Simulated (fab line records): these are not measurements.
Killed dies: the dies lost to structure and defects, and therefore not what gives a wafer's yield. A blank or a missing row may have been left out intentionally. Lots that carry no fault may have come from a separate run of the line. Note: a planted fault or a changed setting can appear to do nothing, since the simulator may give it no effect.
Matching of chambers :: flow n5-finfet :: 3 sister chambers for N5_BEOL_M8_CURE_74 on uv-cure-02
The step cures SiCOH lowk, time 240 s. 20 wafers are shown with their chamber, then 10 later ones without.

== WAFERS PAIRED WITH THEIR CHAMBERS ==
wafer: L075.2
chamber: 0
wafer_temp_C_max: 386.2
lamp-power-pct (%): 52.34

wafer: L075.5
chamber: 0
wafer_temp_C_max: 386.3
lamp-power-pct (%): 52.31

wafer: L075.6
chamber: 0
wafer_temp_C_max: 386.0
lamp-power-pct (%): 52.36

wafer: L074.1
chamber: 0
wafer_temp_C_max: 386.2
lamp-power-pct (%): 52.29

wafer: L074.3
chamber: 0
wafer_temp_C_max: 385.9
lamp-power-pct (%): 52.24

wafer: L074.5
chamber: 0
wafer_temp_C_max: 386.2
lamp-power-pct (%): 52.29

wafer: L074.2
chamber: 0
wafer_temp_C_max: 386.2
lamp-power-pct (%): 52.39

wafer: L074.4
chamber: 0
wafer_temp_C_max: 386.2
lamp-power-pct (%): 52.24

wafer: L074.6
chamber: 0
wafer_temp_C_max: 386.0
lamp-power-pct (%): 52.32

wafer: L079.2
chamber: 2
wafer_temp_C_max: 386.1
lamp-power-pct (%): 52.36

wafer: L079.3
chamber: 2
wafer_temp_C_max: 386.3
lamp-power-pct (%): 52.24

wafer: L079.4
chamber: 2
wafer_temp_C_max: 386.4
lamp-power-pct (%): 52.26

wafer: L083.3
chamber: 1
wafer_temp_C_max: 387.4
lamp-power-pct (%): 52.22

wafer: L083.4
chamber: 1
wafer_temp_C_max: 387.7
lamp-power-pct (%): 52.18

wafer: L083.5
chamber: 1
wafer_temp_C_max: 387.3
lamp-power-pct (%): 52.22

wafer: L088.1
chamber: 2
wafer_temp_C_max: 387.1
lamp-power-pct (%): 52.25

wafer: L088.2
chamber: 2
wafer_temp_C_max: 386.9
lamp-power-pct (%): 52.29

wafer: L088.4
chamber: 2
wafer_temp_C_max: 386.6
lamp-power-pct (%): 52.33

wafer: L086.1
chamber: 0
wafer_temp_C_max: 386.6
lamp-power-pct (%): 52.26

wafer: L086.5
chamber: 0
wafer_temp_C_max: 386.1
lamp-power-pct (%): 52.35

SIGNATURES (averages over the wafers above)
reading: wafer_temp_C_max
chamber 0: 386.173
chamber 1: 387.467
chamber 2: 386.567
scatter within a chamber: 0.259

reading: lamp-power-pct
chamber 0: 52.3082
chamber 1: 52.2067
chamber 2: 52.2883
scatter within a chamber: 0.0467
Rule: a wafer lies at a distance from a chamber equal to the root of the sum of squares, over the readings, of (its reading less the chamber's mean, divided by the reading's scatter). If the next closest chamber is less than 2 further off than the closest, the wafer can't be placed; otherwise it belongs to the closest. How the scatter is found: for the shown wafers, subtract from each reading the mean of its chamber, square and add these, divide the total by (wafers less chambers), then take the root.

== WAFERS WITHOUT THEIR CHAMBER ==
wafer: L086.6
wafer_temp_C_max: 386.6
lamp-power-pct (%): 52.28

wafer: L093.3
wafer_temp_C_max: 386.4
lamp-power-pct (%): 52.34

wafer: L093.4
wafer_temp_C_max: 386.7
lamp-power-pct (%): 52.31

wafer: L093.6
wafer_temp_C_max: 387.0
lamp-power-pct (%): 52.39

wafer: L094.1
wafer_temp_C_max: 386.4
lamp-power-pct (%): 52.35

wafer: L094.4
wafer_temp_C_max: 387.0
lamp-power-pct (%): 52.27

wafer: L094.5
wafer_temp_C_max: 386.9
lamp-power-pct (%): 52.42

wafer: L090.2
wafer_temp_C_max: 386.3
lamp-power-pct (%): 52.30

wafer: L090.4
wafer_temp_C_max: 386.0
lamp-power-pct (%): 52.36

wafer: L090.5
wafer_temp_C_max: 386.0
lamp-power-pct (%): 52.33

== WHICH CHAMBER EACH WENT THROUGH ==
wafer: L086.6
from the rows above: can't be placed: 2 or 0
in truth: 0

wafer: L093.3
from the rows above: can't be placed: 0 or 2
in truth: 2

wafer: L093.4
from the rows above: can't be placed: 2 or 0
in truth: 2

wafer: L093.6
from the rows above: can't be placed: 2 or 0 or 1
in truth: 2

wafer: L094.1
from the rows above: can't be placed: 0 or 2
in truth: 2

wafer: L094.4
from the rows above: can't be placed: 2 or 1 or 0
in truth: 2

wafer: L094.5
from the rows above: can't be placed: 2 or 0 or 1
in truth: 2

wafer: L090.2
from the rows above: can't be placed: 0 or 2
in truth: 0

wafer: L090.4
from the rows above: can't be placed: 0 or 2
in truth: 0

wafer: L090.5
from the rows above: can't be placed: 0 or 2
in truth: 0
Correctly placed: 0 of 10. From these rows, 10 cannot be placed; in 10 the true chamber is one of the candidates. Number placed wrongly: 0.
